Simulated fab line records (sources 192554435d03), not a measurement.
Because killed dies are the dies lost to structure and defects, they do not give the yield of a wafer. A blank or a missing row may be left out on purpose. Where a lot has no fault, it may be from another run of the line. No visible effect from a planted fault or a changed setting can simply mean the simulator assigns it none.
Split-lot trial / flow n5-finfet / on a route of 1938 steps: 7 lots, 39 wafers read

== SPLIT DETAILS ==
At N5_BEOL_M1_DEP_57 (deposits SiCN from 3MS/NH3, target thk 8 nm, time 14 s), the setting target-thk-a was moved away from the recipe's 80 angstrom on 15 of the 39 wafers read, by -38.3% to +50.6%. This setting was run at the recipe's value on the other wafers.

The reading comes from the split's own step.

== THE READING ==
SiCN_of_BEOL_M1_DEP_57.thk-nm (the simulator's own value, which no gauge read), in nm, at N5_BEOL_M1_DEP_57 (deposits SiCN from 3MS/NH3, target thk 8 nm, time 14 s). There is no usual value for it anywhere in the file. Across the 24 wafers here that went through the recipe, the average is 8.1 nm and the standard deviation 0.21 nm.

wafer=L075.1; tool, chamber at the split=pecvd-03, 0; target-thk-a as run, angstrom=80; against the recipe=recipe; SiCN_of_BEOL_M1_DEP_57.thk-nm, nm=8.4; against lot-mates on the recipe=-
wafer=L075.2; tool, chamber at the split=pecvd-03, 2; target-thk-a as run, angstrom=80; against the recipe=recipe; SiCN_of_BEOL_M1_DEP_57.thk-nm, nm=8; against lot-mates on the recipe=-
wafer=L075.3; tool, chamber at the split=pecvd-03, 1; target-thk-a as run, angstrom=55.1; against the recipe=-31.1%; SiCN_of_BEOL_M1_DEP_57.thk-nm, nm=5.4; against lot-mates on the recipe=-2.8
wafer=L075.4; tool, chamber at the split=pecvd-03, 2; target-thk-a as run, angstrom=55.1; against the recipe=-31.1%; SiCN_of_BEOL_M1_DEP_57.thk-nm, nm=5.8; against lot-mates on the recipe=-2.4
wafer=L075.5; tool, chamber at the split=pecvd-03, 0; target-thk-a as run, angstrom=55.1; against the recipe=-31.1%; SiCN_of_BEOL_M1_DEP_57.thk-nm, nm=6.2; against lot-mates on the recipe=-2.0
wafer=L075.6; tool, chamber at the split=pecvd-03, 1; target-thk-a as run, angstrom=80; against the recipe=recipe; SiCN_of_BEOL_M1_DEP_57.thk-nm, nm=8.2; against lot-mates on the recipe=-
wafer=L076.2; tool, chamber at the split=pecvd-03, 2,1; target-thk-a as run, angstrom=80; against the recipe=recipe; SiCN_of_BEOL_M1_DEP_57.thk-nm, nm=8; against lot-mates on the recipe=-
wafer=L076.4; tool, chamber at the split=pecvd-03, 2,1; target-thk-a as run, angstrom=80; against the recipe=recipe; SiCN_of_BEOL_M1_DEP_57.thk-nm, nm=8; against lot-mates on the recipe=-
wafer=L076.5; tool, chamber at the split=pecvd-03, 0; target-thk-a as run, angstrom=80; against the recipe=recipe; SiCN_of_BEOL_M1_DEP_57.thk-nm, nm=8.4; against lot-mates on the recipe=-
wafer=L085.1; tool, chamber at the split=pecvd-03, 0,2; target-thk-a as run, angstrom=120.5; against the recipe=+50.6%; SiCN_of_BEOL_M1_DEP_57.thk-nm, nm=12.2; against lot-mates on the recipe=+4.1
wafer=L085.5; tool, chamber at the split=pecvd-03, 0,2; target-thk-a as run, angstrom=120.5; against the recipe=+50.6%; SiCN_of_BEOL_M1_DEP_57.thk-nm, nm=12.2; against lot-mates on the recipe=+4.1
wafer=L085.2; tool, chamber at the split=pecvd-03, 2,0; target-thk-a as run, angstrom=80; against the recipe=recipe; SiCN_of_BEOL_M1_DEP_57.thk-nm, nm=8; against lot-mates on the recipe=-
wafer=L085.6; tool, chamber at the split=pecvd-03, 2,0; target-thk-a as run, angstrom=80; against the recipe=recipe; SiCN_of_BEOL_M1_DEP_57.thk-nm, nm=8; against lot-mates on the recipe=-
wafer=L085.3; tool, chamber at the split=pecvd-03, 2; target-thk-a as run, angstrom=120.5; against the recipe=+50.6%; SiCN_of_BEOL_M1_DEP_57.thk-nm, nm=12.4; against lot-mates on the recipe=+4.3
wafer=L085.4; tool, chamber at the split=pecvd-03, 0; target-thk-a as run, angstrom=80; against the recipe=recipe; SiCN_of_BEOL_M1_DEP_57.thk-nm, nm=8.2; against lot-mates on the recipe=-
wafer=L086.1; tool, chamber at the split=pecvd-03, 1; target-thk-a as run, angstrom=80; against the recipe=recipe; SiCN_of_BEOL_M1_DEP_57.thk-nm, nm=8; against lot-mates on the recipe=-
wafer=L086.2; tool, chamber at the split=pecvd-03, 0; target-thk-a as run, angstrom=49.34; against the recipe=-38.3%; SiCN_of_BEOL_M1_DEP_57.thk-nm, nm=5.2; against lot-mates on the recipe=-2.9
wafer=L086.3; tool, chamber at the split=pecvd-03, 1; target-thk-a as run, angstrom=80; against the recipe=recipe; SiCN_of_BEOL_M1_DEP_57.thk-nm, nm=8.2; against lot-mates on the recipe=-
wafer=L086.5; tool, chamber at the split=pecvd-03, 1; target-thk-a as run, angstrom=80; against the recipe=recipe; SiCN_of_BEOL_M1_DEP_57.thk-nm, nm=8.2; against lot-mates on the recipe=-
wafer=L086.4; tool, chamber at the split=pecvd-03, 0; target-thk-a as run, angstrom=49.34; against the recipe=-38.3%; SiCN_of_BEOL_M1_DEP_57.thk-nm, nm=5.6; against lot-mates on the recipe=-2.5
wafer=L086.6; tool, chamber at the split=pecvd-03, 0; target-thk-a as run, angstrom=49.34; against the recipe=-38.3%; SiCN_of_BEOL_M1_DEP_57.thk-nm, nm=5.4; against lot-mates on the recipe=-2.7
wafer=L087.1; tool, chamber at the split=pecvd-03, 0; target-thk-a as run, angstrom=80; against the recipe=recipe; SiCN_of_BEOL_M1_DEP_57.thk-nm, nm=8.4; against lot-mates on the recipe=-
wafer=L087.3; tool, chamber at the split=pecvd-03, 0; target-thk-a as run, angstrom=80; against the recipe=recipe; SiCN_of_BEOL_M1_DEP_57.thk-nm, nm=8.4; against lot-mates on the recipe=-
wafer=L087.2; tool, chamber at the split=pecvd-03, 1; target-thk-a as run, angstrom=80; against the recipe=recipe; SiCN_of_BEOL_M1_DEP_57.thk-nm, nm=7.8; against lot-mates on the recipe=-
wafer=L087.4; tool, chamber at the split=pecvd-03, 1; target-thk-a as run, angstrom=80; against the recipe=recipe; SiCN_of_BEOL_M1_DEP_57.thk-nm, nm=8; against lot-mates on the recipe=-
wafer=L087.6; tool, chamber at the split=pecvd-03, 1; target-thk-a as run, angstrom=80; against the recipe=recipe; SiCN_of_BEOL_M1_DEP_57.thk-nm, nm=8; against lot-mates on the recipe=-
wafer=L087.5; tool, chamber at the split=pecvd-03, 0; target-thk-a as run, angstrom=80; against the recipe=recipe; SiCN_of_BEOL_M1_DEP_57.thk-nm, nm=8.2; against lot-mates on the recipe=-
wafer=L091.1; tool, chamber at the split=pecvd-04, 1; target-thk-a as run, angstrom=80; against the recipe=recipe; SiCN_of_BEOL_M1_DEP_57.thk-nm, nm=7.8; against lot-mates on the recipe=-
wafer=L091.2; tool, chamber at the split=pecvd-04, 0; target-thk-a as run, angstrom=80; against the recipe=recipe; SiCN_of_BEOL_M1_DEP_57.thk-nm, nm=8.2; against lot-mates on the recipe=-
wafer=L091.5; tool, chamber at the split=pecvd-04, 0; target-thk-a as run, angstrom=80; against the recipe=recipe; SiCN_of_BEOL_M1_DEP_57.thk-nm, nm=8.2; against lot-mates on the recipe=-
wafer=L091.3; tool, chamber at the split=pecvd-04, 2; target-thk-a as run, angstrom=101.7; against the recipe=+27.1%; SiCN_of_BEOL_M1_DEP_57.thk-nm, nm=10.2; against lot-mates on the recipe=+2.1
wafer=L091.4; tool, chamber at the split=pecvd-04, 1; target-thk-a as run, angstrom=101.7; against the recipe=+27.1%; SiCN_of_BEOL_M1_DEP_57.thk-nm, nm=10; against lot-mates on the recipe=+1.9
wafer=L091.6; tool, chamber at the split=pecvd-04, 2; target-thk-a as run, angstrom=101.7; against the recipe=+27.1%; SiCN_of_BEOL_M1_DEP_57.thk-nm, nm=10.4; against lot-mates on the recipe=+2.3
wafer=L095.1; tool, chamber at the split=pecvd-02, 0; target-thk-a as run, angstrom=80; against the recipe=recipe; SiCN_of_BEOL_M1_DEP_57.thk-nm, nm=8; against lot-mates on the recipe=-
wafer=L095.2; tool, chamber at the split=pecvd-02, 2; target-thk-a as run, angstrom=80; against the recipe=recipe; SiCN_of_BEOL_M1_DEP_57.thk-nm, nm=7.6; against lot-mates on the recipe=-
wafer=L095.3; tool, chamber at the split=pecvd-02, 1; target-thk-a as run, angstrom=64.19; against the recipe=-19.8%; SiCN_of_BEOL_M1_DEP_57.thk-nm, nm=6.4; against lot-mates on the recipe=-1.4
wafer=L095.4; tool, chamber at the split=pecvd-02, 1,0; target-thk-a as run, angstrom=64.19; against the recipe=-19.8%; SiCN_of_BEOL_M1_DEP_57.thk-nm, nm=6.6; against lot-mates on the recipe=-1.2
wafer=L095.5; tool, chamber at the split=pecvd-02, 1,0; target-thk-a as run, angstrom=64.19; against the recipe=-19.8%; SiCN_of_BEOL_M1_DEP_57.thk-nm, nm=6.6; against lot-mates on the recipe=-1.2
wafer=L095.6; tool, chamber at the split=pecvd-02, 2; target-thk-a as run, angstrom=80; against the recipe=recipe; SiCN_of_BEOL_M1_DEP_57.thk-nm, nm=7.8; against lot-mates on the recipe=-
If several chambers appear in one row, that row covers several wafers at once and the file leaves open which wafer was in which chamber.

THE FIT
A straight line over all 39 wafers: SiCN_of_BEOL_M1_DEP_57.thk-nm changes by +0.0774 nm for each +1% of target-thk-a; r = +0.99; the points scatter about the line by 0.23 nm.
The same after taking each lot's own level away (the mean of its wafers on the recipe; 39 wafers): +0.0776 nm for each +1%; r = +0.99; scatter 0.21 nm.
According to that fit, moving target-thk-a by its largest amount changes the reading by 3.9 nm.
Measured against the standard deviation above, the lots' own levels, which go from 7.80 to 8.20 nm, span 1.9 times it.
Consequently the slope shifts little with the lot-to-lot level, the two slopes agreeing.
Check: with one of the wafers moved furthest among these (+50.6%) left out of the fit, the line predicts +3.97 nm for it against its lot-mates. It came out at +4.13 nm against them.

== THE OTHER SPLITS THESE WAFERS WENT THROUGH ==
These wafers also went through other splits before the reading. Each is held against what the fit with the lots' levels taken away leaves over:
other split on the same wafers=N5_FIN_SAQP_HM_DEP_03 time-s; wafers away from the commonest value=15; r with SiCN_of_BEOL_M1_DEP_57.thk-nm (lot level and that fit taken away)=-0.10
other split on the same wafers=N5_DUMMY_GATE_ETCH_32 time-s; wafers away from the commonest value=9; r with SiCN_of_BEOL_M1_DEP_57.thk-nm (lot level and that fit taken away)=-0.11
other split on the same wafers=N5_HKMG_FIN_ALD_71 ald-cycles; wafers away from the commonest value=18; r with SiCN_of_BEOL_M1_DEP_57.thk-nm (lot level and that fit taken away)=-0.02
other split on the same wafers=N5_GATE_CUT_DESCUM_18 time-s; wafers away from the commonest value=15; r with SiCN_of_BEOL_M1_DEP_57.thk-nm (lot level and that fit taken away)=+0.15
other split on the same wafers=N5_BEOL_M0_SAQP_ILD_DEP_01 target-thk-a; wafers away from the commonest value=18; r with SiCN_of_BEOL_M1_DEP_57.thk-nm (lot level and that fit taken away)=-0.15

== FILE'S OWN FIT ==
SiCN_of_BEOL_M1_DEP_57.thk-nm changes by +0.0775 nm for each +1% of target-thk-a, r = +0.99.
